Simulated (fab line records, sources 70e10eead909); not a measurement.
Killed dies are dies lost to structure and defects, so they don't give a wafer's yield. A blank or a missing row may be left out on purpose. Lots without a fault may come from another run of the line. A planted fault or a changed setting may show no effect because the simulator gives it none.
Which tool did it? | flow nand_harc | 15 lots, 45 wafers sampled, at 3 steps of a route of 1302

WHAT THE GAUGES READ, wafer by wafer
NHARC_P_GATE_CD_MEAS_11: target cd 1640 nm. Usual: cd_nm 1639.6 nm, standard deviation 1.2.
lot  | measured     | on        | cd_nm (nm)           | flag
L748 | day 5 06:42  | cd_sem-03 | 1640.2 1640.0 1638.4 |
L749 | day 5 20:43  | cd_sem-02 | 1637.9 1638.7 1639.1 |
L750 | day 5 20:52  | cd_sem-01 | 1640.3 1641.0 1641.2 |
L753 | day 7 06:11  | cd_sem-03 | 1639.6 1642.7 1640.7 |
L754 | day 7 23:32  | cd_sem-03 | 1640.5 1640.6 1639.9 |
L755 | day 8 06:02  | cd_sem-01 | 1638.6 1639.8 1638.7 |
L756 | day 8 10:30  | cd_sem-02 | 1638.6 1639.3 1639.7 |
L761 | day 10 08:34 | cd_sem-03 | 1637.8 1640.3 1639.4 |
L766 | day 12 15:42 | cd_sem-01 | 1638.1 1638.4 1639.1 |
L767 | day 12 23:51 | cd_sem-02 | 1639.1 1638.4 1638.0 |
L768 | day 13 10:11 | cd_sem-02 | 1639.4 1638.8 1638.9 |
L769 | day 13 22:02 | cd_sem-03 | 1641.8 1641.4 1641.7 |

WHICH TOOL RAN EACH LOT (tool, then ch and the chambers of the sampled wafers, then the start)
lot  | NHARC_P_ZERO_WELL_DESCUM_13        | NHARC_P_ZERO_WELL_RTA_42
L748 | rie_diel-04 ch 2,3, day 2 17:25    | rtp_anneal-01 ch 0, day 2 22:52
L749 | rie_diel-03 ch 1,2,3, day 3 03:25  | rtp_anneal-01 ch 0, day 3 09:10
L750 | rie_diel-03 ch 0,2,3, day 3 13:34  | rtp_anneal-02 ch 0, day 3 19:22
L753 | rie_diel-10 ch 0,1,2, day 4 19:25  | rtp_anneal-01 ch 0, day 5 01:02
L754 | rie_diel-03 ch 0,1,3, day 5 05:25  | rtp_anneal-01 ch 0, day 5 11:13
L755 | rie_diel-04 ch 0,1,2, day 5 15:16  | rtp_anneal-01 ch 0, day 5 20:53
L756 | rie_diel-03 ch 0,1, day 6 01:25    | rtp_anneal-01 ch 0, day 6 06:46
L758 | rie_diel-04 ch 1,3, day 6 21:17    | rtp_anneal-01, day 7 02:49
L759 | rie_diel-04 ch 1,2,3, day 7 07:23  | rtp_anneal-02, day 7 13:03
L760 | rie_diel-10 ch 0,1,3, day 7 17:16  | rtp_anneal-01, day 7 22:37
L761 | rie_diel-10 ch 0,1, day 8 03:24    | rtp_anneal-01 ch 0, day 8 09:16
L766 | rie_diel-10 ch 0,2,3, day 10 06:15 | rtp_anneal-02 ch 0, day 10 11:52
L767 | rie_diel-04 ch 0,1,3, day 10 15:17 | rtp_anneal-02 ch 0, day 10 21:08
L768 | rie_diel-04 ch 1,2, day 11 01:25   | rtp_anneal-02 ch 0, day 11 07:37
L769 | rie_diel-10 ch 0,1,3, day 11 11:38 | rtp_anneal-02 ch 0, day 11 17:19
- NHARC_P_ZERO_WELL_DESCUM_13: chemistry O2, time 3 s.
- NHARC_P_ZERO_WELL_RTA_42: time 300 s.

WHAT THE TOOLS THEMSELVES READ (means of the sampled wafers that have a number; where no wafer has one, the mark that the record gives instead)
NHARC_P_ZERO_WELL_DESCUM_13. Usual: drypump_motor_current_A 5.9 A, standard deviation 0.45; oes_product_au 0.999 a.u., standard deviation 0.0072; rf_vpp_V 57.6 V, standard deviation 0.86; showerhead_plenum_p_Torr 1.89 Torr, standard deviation 0.083; throttle_valve_pct 11.312 %, standard deviation 0.0097.
lot  | tool        | drypump_motor_current_A (A) | oes_product_au (a.u.) | rf_vpp_V (V) | showerhead_plenum_p_Torr (Torr) | throttle_valve_pct (%) | flag
L748 | rie_diel-04 | 5.8                         | 1.000                 | 57.5         | 1.84                            | 11.317                 |
L749 | rie_diel-03 | 6.0                         | 0.999                 | 57.6         | 1.93                            | 11.311                 |
L750 | rie_diel-03 | 6.4                         | 0.996                 | 57.6         | 1.93                            | 11.312                 |
L753 | rie_diel-10 | 6.0                         | 1.002                 | 57.6         | 1.96                            | 11.312                 |
L754 | rie_diel-03 | 5.8                         | 0.993                 | 57.6         | 1.86                            | 11.315                 |
L755 | rie_diel-04 | 5.9                         | 1.001                 | 57.2         | 1.89                            | 11.308                 |
L756 | rie_diel-03 | 5.5                         | 1.002                 | 57.6         | 1.78                            | 11.316                 |
L758 | rie_diel-04 | 6.2                         | 1.000                 | 58.0         | 1.90                            | 11.318                 |
L759 | rie_diel-04 | 6.0                         | 1.001                 | 56.4         | 1.87                            | 11.307                 |
L760 | rie_diel-10 | 5.7                         | 0.999                 | 58.5         | 1.99                            | 11.312                 |
L761 | rie_diel-10 | 5.9                         | 1.001                 | 57.6         | 1.98                            | 11.311                 |
L766 | rie_diel-10 | 5.9                         | 1.001                 | 57.9         | 1.91                            | 11.299                 |
L767 | rie_diel-04 | 5.8                         | 1.000                 | 57.7         | 1.88                            | 11.314                 |
L768 | rie_diel-04 | 6.1                         | 1.013                 | 58.0         | 1.86                            | 11.314                 |
L769 | rie_diel-10 | 5.7                         | 0.999                 | 58.7         | 1.98                            | 11.315                 |

NHARC_P_ZERO_WELL_RTA_42. Usual: anneal_temp_c_max 1103.4, standard deviation 0.94; lamp_power_pct 36 %, standard deviation 5.2; wafer_temp_C_max 1104.6, standard deviation 0.91.
lot  | tool          | anneal_temp_c_max | lamp_power_pct (%) | wafer_temp_C_max | flag
L748 | rtp_anneal-01 | 1104.0            | 32                 | 1104.2           |
L749 | rtp_anneal-01 | 1103.1            | 32                 | 1104.2           |
L750 | rtp_anneal-02 | 1103.7            | 42                 | 1105.6           |
L753 | rtp_anneal-01 | 1102.4            | 32                 | 1104.7           |
L754 | rtp_anneal-01 | 1103.2            | 32                 | 1105.1           |
L755 | rtp_anneal-01 | 1103.4            | 32                 | 1104.4           |
L756 | rtp_anneal-01 | 1103.6            | 32                 | 1104.2           |
L758 | rtp_anneal-01 | -                 | -                  | -                | OFF
L759 | rtp_anneal-02 | -                 | -                  | -                | OFF
L760 | rtp_anneal-01 | -                 | -                  | -                | OFF
L761 | rtp_anneal-01 | 1102.9            | 32                 | 1104.7           |
L766 | rtp_anneal-02 | 1103.4            | 42                 | 1104.9           |
L767 | rtp_anneal-02 | 1104.3            | 42                 | 1104.9           |
L768 | rtp_anneal-02 | 1104.3            | 43                 | 1105.3           |
L769 | rtp_anneal-02 | 1103.8            | 43                 | 1104.4           |

THE ANSWER, worked out from the rows above alone
Rule: a lot is off if the mean of its wafers that have a number lies more than 3 standard deviations from the usual mean. A lot without any number at a reading at which 4 lots or more have one is off too. The other lots that the step has rows for count as sound. The gauges are gone through in route order, then the tools' own readings, and for those a lot's mean is taken as printed above. The first step at which some lot is off is used, and at that step the reading that is off furthest; a lot without a number counts as furthest.
Off: L758, L759, L760, at NHARC_P_ZERO_WELL_RTA_42 (anneal_temp_c_max). Without a number there: L758, L759, L760.
A tool fits if, at that step or a process step before it, it ran every lot that is off, and no sound lot after the first of them. None of those tried fits.

WHAT THE SIMULATOR HAD PUT IN
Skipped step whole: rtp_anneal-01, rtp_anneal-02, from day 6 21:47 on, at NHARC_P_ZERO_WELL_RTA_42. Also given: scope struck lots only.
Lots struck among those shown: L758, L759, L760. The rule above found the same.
